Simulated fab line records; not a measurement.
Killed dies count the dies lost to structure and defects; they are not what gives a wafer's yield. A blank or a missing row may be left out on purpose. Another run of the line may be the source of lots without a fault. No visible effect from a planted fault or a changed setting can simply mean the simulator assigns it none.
Which tool was responsible? / flow nand harc / 33 wafers from 11 lots sampled at 5 of the route's 1302 steps

## WHAT THE GAUGES SHOWED, per wafer
NHARC_END_SORT_01. Usual: killed at array 55, standard deviation 19; killed at other 0.9, standard deviation 1.4; killed at periphery 3.8, standard deviation 2.9; killed dies 60, standard deviation 19; killed open 3.3, standard deviation 1.8; killed short 2.6, standard deviation 1.6.
lot=L462; measured=day 24 18:49; on=prober-02; killed at array=72 76 86; killed at other=2 0 0; killed at periphery=5 2 5; killed dies=79 78 91; killed open=1 7 0; killed short=0 1 5; flag=
lot=L461; measured=day 25 03:56; on=prober-01; killed at array=28 20 20; killed at other=0 0 1; killed at periphery=2 3 1; killed dies=30 23 22; killed open=3 4 3; killed short=6 4 2; flag=
lot=L463; measured=day 25 14:16; on=prober-01; killed at array=69 79 69; killed at other=2 2 0; killed at periphery=0 4 0; killed dies=71 85 69; killed open=2 4 4; killed short=3 4 3; flag=
lot=L465; measured=day 26 10:22; on=prober-01; killed at array=43 46 43; killed at other=0 1 0; killed at periphery=7 9 7; killed dies=50 56 50; killed open=3 2 1; killed short=2 8 1; flag=
lot=L466; measured=day 26 23:58; on=prober-02; killed at array=79 83 85; killed at other=1 0 0; killed at periphery=11 2 6; killed dies=91 85 91; killed open=3 2 4; killed short=3 3 2; flag=
lot=L467; measured=day 26 23:56; on=prober-01; killed at array=42 53 41; killed at other=2 0 0; killed at periphery=3 4 2; killed dies=47 57 43; killed open=2 3 6; killed short=2 4 4; flag=
lot=L468; measured=day 27 11:46; on=prober-02; killed at array=84 81 73; killed at other=0 1 0; killed at periphery=1 3 1; killed dies=85 85 74; killed open=1 4 4; killed short=2 5 1; flag=
lot=L471; measured=day 29 17:01; on=prober-01; killed at array=50 30 44; killed at other=0 0 0; killed at periphery=1 5 3; killed dies=51 35 47; killed open=2 2 8; killed short=3 2 0; flag=
lot=L472; measured=day 29 16:59; on=prober-02; killed at array=70 67 77; killed at other=3 1 1; killed at periphery=5 5 4; killed dies=78 73 82; killed open=7 4 3; killed short=1 1 1; flag=
lot=L480; measured=day 32 03:08; on=prober-01; killed at array=52 265 57; killed at other=1 0 1; killed at periphery=4 1 0; killed dies=57 266 58; killed open=5 2 5; killed short=4 3 0; flag=OFF
lot=L482; measured=day 32 21:05; on=prober-02; killed at array=66 62 61; killed at other=0 0 0; killed at periphery=3 2 3; killed dies=69 64 64; killed open=5 2 4; killed short=4 3 5; flag=

## WHICH TOOL RAN EACH LOT (tool, then ch and the chambers of the sampled wafers, then the start)
lot=L462; NHARC_A_STAIRCASE_TRIM_187=rie diel-04 ch 0,1,2, day 15 22:20; NHARC_A_STAIRCASE_TRIM_222=rie diel-03 ch 0,3, day 16 05:04 or earlier; NHARC_A_STAIRCASE_ETCH_232=rie diel-11 ch 0,3, day 16 05:04; NHARC_A_STAIRCASE_HM_DEP_456=acl dep-03 ch 0, day 16 08:47
lot=L461; NHARC_A_STAIRCASE_TRIM_187=rie diel-03 ch 0,3, day 15 23:13; NHARC_A_STAIRCASE_TRIM_222=rie diel-03 ch 0,1,2, day 16 05:41 or earlier; NHARC_A_STAIRCASE_ETCH_232=rie diel-11 ch 0,1, day 16 05:41; NHARC_A_STAIRCASE_HM_DEP_456=acl dep-01 ch 0, day 16 09:51
lot=L463; NHARC_A_STAIRCASE_TRIM_187=rie diel-11 ch 0,2,3, day 16 20:14; NHARC_A_STAIRCASE_TRIM_222=rie diel-04 ch 0,1, day 17 01:17 or earlier; NHARC_A_STAIRCASE_ETCH_232=rie diel-03 ch 0,1, day 17 01:17; NHARC_A_STAIRCASE_HM_DEP_456=acl dep-01 ch 0, day 17 10:22
lot=L465; NHARC_A_STAIRCASE_TRIM_187=rie diel-04 ch 1,2,3, day 17 17:05; NHARC_A_STAIRCASE_TRIM_222=rie diel-03 ch 0,3, day 17 23:25 or earlier; NHARC_A_STAIRCASE_ETCH_232=rie diel-03 ch 0,1, day 17 23:25; NHARC_A_STAIRCASE_HM_DEP_456=acl dep-03 ch 0, day 18 03:31
lot=L466; NHARC_A_STAIRCASE_TRIM_187=rie diel-04 ch 2,3, day 18 11:07; NHARC_A_STAIRCASE_TRIM_222=rie diel-04 ch 1,2,3, day 18 17:17 or earlier; NHARC_A_STAIRCASE_ETCH_232=rie diel-04 ch 0,1,2, day 18 17:17; NHARC_A_STAIRCASE_HM_DEP_456=acl dep-02 ch 0, day 18 20:39
lot=L467; NHARC_A_STAIRCASE_TRIM_187=rie diel-11 ch 0,1,3, day 18 11:42; NHARC_A_STAIRCASE_TRIM_222=rie diel-03 ch 1,2,3, day 18 17:38 or earlier; NHARC_A_STAIRCASE_ETCH_232=rie diel-11 ch 1,2, day 18 17:38; NHARC_A_STAIRCASE_HM_DEP_456=acl dep-03 ch 0, day 18 20:49
lot=L468; NHARC_A_STAIRCASE_TRIM_187=rie diel-11 ch 0,1,3, day 18 19:56; NHARC_A_STAIRCASE_TRIM_222=rie diel-03 ch 0,1,2, day 19 02:05 or earlier; NHARC_A_STAIRCASE_ETCH_232=rie diel-04 ch 0,1,2, day 19 02:05; NHARC_A_STAIRCASE_HM_DEP_456=acl dep-01 ch 0, day 19 08:03
lot=L471; NHARC_A_STAIRCASE_TRIM_187=rie diel-11 ch 0,1,2, day 20 07:39; NHARC_A_STAIRCASE_TRIM_222=rie diel-11 ch 0,1,2, day 20 13:29 or earlier; NHARC_A_STAIRCASE_ETCH_232=rie diel-11 ch 2,3, day 20 13:29; NHARC_A_STAIRCASE_HM_DEP_456=acl dep-02 ch 0, day 20 17:14
lot=L472; NHARC_A_STAIRCASE_TRIM_187=rie diel-11 ch 1,2, day 20 18:43; NHARC_A_STAIRCASE_TRIM_222=rie diel-03 ch 1,2,3, day 20 23:59 or earlier; NHARC_A_STAIRCASE_ETCH_232=rie diel-03 ch 1,2,3, day 20 23:59; NHARC_A_STAIRCASE_HM_DEP_456=acl dep-01 ch 0, day 21 07:22
lot=L480; NHARC_A_STAIRCASE_TRIM_187=rie diel-03 ch 0,1, day 23 18:34; NHARC_A_STAIRCASE_TRIM_222=rie diel-11 ch 0,2,3, day 23 23:56 or earlier; NHARC_A_STAIRCASE_ETCH_232=rie diel-11 ch 1,2, day 23 23:56; NHARC_A_STAIRCASE_HM_DEP_456=acl dep-03 ch 0, day 24 05:46
lot=L482; NHARC_A_STAIRCASE_TRIM_187=rie diel-11 ch 0,1,3, day 24 14:20; NHARC_A_STAIRCASE_TRIM_222=rie diel-03 ch 0,1,3, day 24 19:28 or earlier; NHARC_A_STAIRCASE_ETCH_232=rie diel-03 ch 1,2,3, day 24 19:28; NHARC_A_STAIRCASE_HM_DEP_456=acl dep-03 ch 0, day 24 22:37
- NHARC_A_STAIRCASE_TRIM_187: chemistry O2, time 211.2 s.
- NHARC_A_STAIRCASE_TRIM_222: chemistry O2, time 211.2 s.
- NHARC_A_STAIRCASE_ETCH_232: etches the open film in C4F8/O2, target depth 100 nm, time 40.5 s.
- NHARC_A_STAIRCASE_HM_DEP_456: deposits aC, target thk 3100 nm.

## AS READ BY THE TOOLS THEMSELVES (means over the sampled wafers that have a number; for cases with no such wafer, the mark the record gives instead)
NHARC_A_STAIRCASE_TRIM_187. Usual: chamber pressure mTorr 60.01 mTorr, standard deviation 0.054; drypump motor current A 5.7 A, standard deviation 0.38; oes product au 1.001 a.u., standard deviation 0.014; rf vpp V 57.7 V, standard deviation 0.89; showerhead plenum p Torr 3.51 Torr, standard deviation 0.18; throttle valve pct 17.037 %, standard deviation 0.0093.
lot=L462; tool=rie diel-04; chamber pressure mTorr (mTorr)=60.04; drypump motor current A (A)=5.7; oes product au (a.u.)=0.994; rf vpp V (V)=58.5; showerhead plenum p Torr (Torr)=3.52; throttle valve pct (%)=17.035; flag=
lot=L461; tool=rie diel-03; chamber pressure mTorr (mTorr)=60.03; drypump motor current A (A)=5.9; oes product au (a.u.)=0.992; rf vpp V (V)=58.4; showerhead plenum p Torr (Torr)=3.72; throttle valve pct (%)=17.041; flag=
lot=L463; tool=rie diel-11; chamber pressure mTorr (mTorr)=59.99; drypump motor current A (A)=5.4; oes product au (a.u.)=0.996; rf vpp V (V)=56.9; showerhead plenum p Torr (Torr)=3.44; throttle valve pct (%)=17.029; flag=
lot=L465; tool=rie diel-04; chamber pressure mTorr (mTorr)=59.99; drypump motor current A (A)=5.6; oes product au (a.u.)=1.000; rf vpp V (V)=58.0; showerhead plenum p Torr (Torr)=3.53; throttle valve pct (%)=17.029; flag=
lot=L466; tool=rie diel-04; chamber pressure mTorr (mTorr)=60.02; drypump motor current A (A)=5.3; oes product au (a.u.)=0.997; rf vpp V (V)=57.1; showerhead plenum p Torr (Torr)=3.37; throttle valve pct (%)=17.051; flag=
lot=L467; tool=rie diel-11; chamber pressure mTorr (mTorr)=59.97; drypump motor current A (A)=5.6; oes product au (a.u.)=0.999; rf vpp V (V)=57.5; showerhead plenum p Torr (Torr)=3.45; throttle valve pct (%)=17.037; flag=
lot=L468; tool=rie diel-11; chamber pressure mTorr (mTorr)=59.99; drypump motor current A (A)=5.6; oes product au (a.u.)=0.999; rf vpp V (V)=57.8; showerhead plenum p Torr (Torr)=3.44; throttle valve pct (%)=17.031; flag=
lot=L471; tool=rie diel-11; chamber pressure mTorr (mTorr)=60.01; drypump motor current A (A)=5.8; oes product au (a.u.)=1.004; rf vpp V (V)=57.1; showerhead plenum p Torr (Torr)=3.37; throttle valve pct (%)=17.044; flag=
lot=L472; tool=rie diel-11; chamber pressure mTorr (mTorr)=60.02; drypump motor current A (A)=6.0; oes product au (a.u.)=1.017; rf vpp V (V)=57.1; showerhead plenum p Torr (Torr)=3.41; throttle valve pct (%)=17.039; flag=
lot=L480; tool=rie diel-03; chamber pressure mTorr (mTorr)=60.06; drypump motor current A (A)=5.4; oes product au (a.u.)=1.001; rf vpp V (V)=58.2; showerhead plenum p Torr (Torr)=3.52; throttle valve pct (%)=17.034; flag=
lot=L482; tool=rie diel-11; chamber pressure mTorr (mTorr)=60.02; drypump motor current A (A)=5.6; oes product au (a.u.)=1.005; rf vpp V (V)=57.0; showerhead plenum p Torr (Torr)=3.42; throttle valve pct (%)=17.034; flag=

NHARC_A_STAIRCASE_TRIM_222. Usual: chamber pressure mTorr 60.01 mTorr, standard deviation 0.053; drypump motor current A 5.7 A, standard deviation 0.39; oes product au 1.001 a.u., standard deviation 0.012; rf vpp V 57.8 V, standard deviation 0.92; showerhead plenum p Torr 3.55 Torr, standard deviation 0.18; throttle valve pct 17.037 %, standard deviation 0.0091.
lot=L462; tool=rie diel-03; chamber pressure mTorr (mTorr)=60.02; drypump motor current A (A)=5.9; oes product au (a.u.)=1.000; rf vpp V (V)=58.2; showerhead plenum p Torr (Torr)=3.72; throttle valve pct (%)=17.041; flag=
lot=L461; tool=rie diel-03; chamber pressure mTorr (mTorr)=60.02; drypump motor current A (A)=5.7; oes product au (a.u.)=0.996; rf vpp V (V)=58.1; showerhead plenum p Torr (Torr)=3.50; throttle valve pct (%)=17.035; flag=
lot=L463; tool=rie diel-04; chamber pressure mTorr (mTorr)=59.97; drypump motor current A (A)=5.7; oes product au (a.u.)=0.991; rf vpp V (V)=57.6; showerhead plenum p Torr (Torr)=3.80; throttle valve pct (%)=17.039; flag=
lot=L465; tool=rie diel-03; chamber pressure mTorr (mTorr)=59.95; drypump motor current A (A)=5.9; oes product au (a.u.)=0.999; rf vpp V (V)=57.8; showerhead plenum p Torr (Torr)=3.71; throttle valve pct (%)=17.036; flag=
lot=L466; tool=rie diel-04; chamber pressure mTorr (mTorr)=60.02; drypump motor current A (A)=5.5; oes product au (a.u.)=0.990; rf vpp V (V)=58.1; showerhead plenum p Torr (Torr)=3.52; throttle valve pct (%)=17.035; flag=
lot=L467; tool=rie diel-03; chamber pressure mTorr (mTorr)=60.01; drypump motor current A (A)=5.9; oes product au (a.u.)=1.003; rf vpp V (V)=58.1; showerhead plenum p Torr (Torr)=3.45; throttle valve pct (%)=17.038; flag=
lot=L468; tool=rie diel-03; chamber pressure mTorr (mTorr)=60.07; drypump motor current A (A)=5.6; oes product au (a.u.)=0.999; rf vpp V (V)=57.5; showerhead plenum p Torr (Torr)=3.49; throttle valve pct (%)=17.038; flag=
lot=L471; tool=rie diel-11; chamber pressure mTorr (mTorr)=60.02; drypump motor current A (A)=5.8; oes product au (a.u.)=1.001; rf vpp V (V)=58.3; showerhead plenum p Torr (Torr)=3.37; throttle valve pct (%)=17.036; flag=
lot=L472; tool=rie diel-03; chamber pressure mTorr (mTorr)=60.01; drypump motor current A (A)=5.9; oes product au (a.u.)=1.012; rf vpp V (V)=58.1; showerhead plenum p Torr (Torr)=3.61; throttle valve pct (%)=17.045; flag=
lot=L480; tool=rie diel-11; chamber pressure mTorr (mTorr)=59.97; drypump motor current A (A)=5.5; oes product au (a.u.)=0.989; rf vpp V (V)=57.3; showerhead plenum p Torr (Torr)=3.41; throttle valve pct (%)=17.029; flag=
lot=L482; tool=rie diel-03; chamber pressure mTorr (mTorr)=60.01; drypump motor current A (A)=5.8; oes product au (a.u.)=1.003; rf vpp V (V)=58.2; showerhead plenum p Torr (Torr)=3.58; throttle valve pct (%)=17.043; flag=

NHARC_A_STAIRCASE_ETCH_232. Usual: bias w 999.9 W, standard deviation 2.8; chamber pressure mTorr 24.999 mTorr, standard deviation 0.022; oes product au 0.945 a.u., standard deviation 0.014; rf vpp V 896 V, standard deviation 6.7; run length s 61.9 s, standard deviation 0.43.
lot=L462; tool=rie diel-11; bias w (W)=994.7; chamber pressure mTorr (mTorr)=25.008; oes product au (a.u.)=0.945; rf vpp V (V)=891; run length s (s)=61.8; flag=
lot=L461; tool=rie diel-11; bias w (W)=1000.8; chamber pressure mTorr (mTorr)=25.039; oes product au (a.u.)=0.946; rf vpp V (V)=891; run length s (s)=62.3; flag=
lot=L463; tool=rie diel-03; bias w (W)=1000.1; chamber pressure mTorr (mTorr)=24.987; oes product au (a.u.)=0.946; rf vpp V (V)=900; run length s (s)=62.2; flag=
lot=L465; tool=rie diel-03; bias w (W)=1001.5; chamber pressure mTorr (mTorr)=25.002; oes product au (a.u.)=0.947; rf vpp V (V)=896; run length s (s)=62.2; flag=
lot=L466; tool=rie diel-04; bias w (W)=1003.5; chamber pressure mTorr (mTorr)=25.003; oes product au (a.u.)=0.932; rf vpp V (V)=902; run length s (s)=61.5; flag=
lot=L467; tool=rie diel-11; bias w (W)=999.1; chamber pressure mTorr (mTorr)=24.983; oes product au (a.u.)=0.946; rf vpp V (V)=891; run length s (s)=62.3; flag=
lot=L468; tool=rie diel-04; bias w (W)=999.9; chamber pressure mTorr (mTorr)=25.008; oes product au (a.u.)=0.950; rf vpp V (V)=901; run length s (s)=61.6; flag=
lot=L471; tool=rie diel-11; bias w (W)=1002.8; chamber pressure mTorr (mTorr)=25.007; oes product au (a.u.)=0.945; rf vpp V (V)=896; run length s (s)=61.6; flag=
lot=L472; tool=rie diel-03; bias w (W)=1001.8; chamber pressure mTorr (mTorr)=25.018; oes product au (a.u.)=0.940; rf vpp V (V)=899; run length s (s)=61.9; flag=
lot=L480; tool=rie diel-11; bias w (W)=1002.4; chamber pressure mTorr (mTorr)=24.989; oes product au (a.u.)=0.952; rf vpp V (V)=891; run length s (s)=59.1; flag=OFF
lot=L482; tool=rie diel-03; bias w (W)=1001.6; chamber pressure mTorr (mTorr)=25.007; oes product au (a.u.)=0.941; rf vpp V (V)=899; run length s (s)=61.9; flag=

NHARC_A_STAIRCASE_HM_DEP_456. Usual: susceptor temp C 399.99 C, standard deviation 0.2; throttle valve pct 34.999 %, standard deviation 0.0084.
lot=L462; tool=acl dep-03; susceptor temp C (C)=-; throttle valve pct (%)=35.002; flag=OFF
lot=L461; tool=acl dep-01; susceptor temp C (C)=-; throttle valve pct (%)=34.994; flag=OFF
lot=L463; tool=acl dep-01; susceptor temp C (C)=399.87; throttle valve pct (%)=35.005; flag=
lot=L465; tool=acl dep-03; susceptor temp C (C)=-; throttle valve pct (%)=34.998; flag=OFF
lot=L466; tool=acl dep-02; susceptor temp C (C)=399.97; throttle valve pct (%)=34.998; flag=
lot=L467; tool=acl dep-03; susceptor temp C (C)=400.04; throttle valve pct (%)=35.004; flag=
lot=L468; tool=acl dep-01; susceptor temp C (C)=400.15; throttle valve pct (%)=35.001; flag=
lot=L471; tool=acl dep-02; susceptor temp C (C)=399.93; throttle valve pct (%)=35.002; flag=
lot=L472; tool=acl dep-01; susceptor temp C (C)=-; throttle valve pct (%)=34.998; flag=OFF
lot=L480; tool=acl dep-03; susceptor temp C (C)=-; throttle valve pct (%)=35.006; flag=OFF
lot=L482; tool=acl dep-03; susceptor temp C (C)=-; throttle valve pct (%)=35.000; flag=OFF

## THE ANSWER, worked out from the rows above alone
Rule: a lot counts as off when the mean over its wafers that have a number is more than 3 standard deviations away from the usual mean. Also off: a lot with no number at a reading for which 4 or more lots have one. Where the step has rows for the other lots, those lots are counted as sound. First the gauges in route order, then the tools' own readings, where a lot's mean is used as printed above. At the first step where some lot is off, the reading lying furthest off is the one used; lots without a number count as furthest.
Off: L480, at NHARC_END_SORT_01 (killed at array).
A tool fits if, at a process step before that reading, it ran every lot that is off, and no sound lot after the first of them. The gauges at NHARC_END_SORT_01 aren't tried: what is off there is off at NHARC_A_STAIRCASE_ETCH_232 too, on other tools, and a gauge's error can't cause that. Because NHARC_A_STAIRCASE_TRIM_222 lacks a start for some lots, the hours and order of its lots are taken from NHARC_A_STAIRCASE_ETCH_232. 2 tools fit, rie diel-03 at NHARC_A_STAIRCASE_TRIM_187 and rie diel-11 at NHARC_A_STAIRCASE_TRIM_222 and NHARC_A_STAIRCASE_ETCH_232, so this cannot tell which one it is.

## WHAT THE SIMULATOR PUT IN
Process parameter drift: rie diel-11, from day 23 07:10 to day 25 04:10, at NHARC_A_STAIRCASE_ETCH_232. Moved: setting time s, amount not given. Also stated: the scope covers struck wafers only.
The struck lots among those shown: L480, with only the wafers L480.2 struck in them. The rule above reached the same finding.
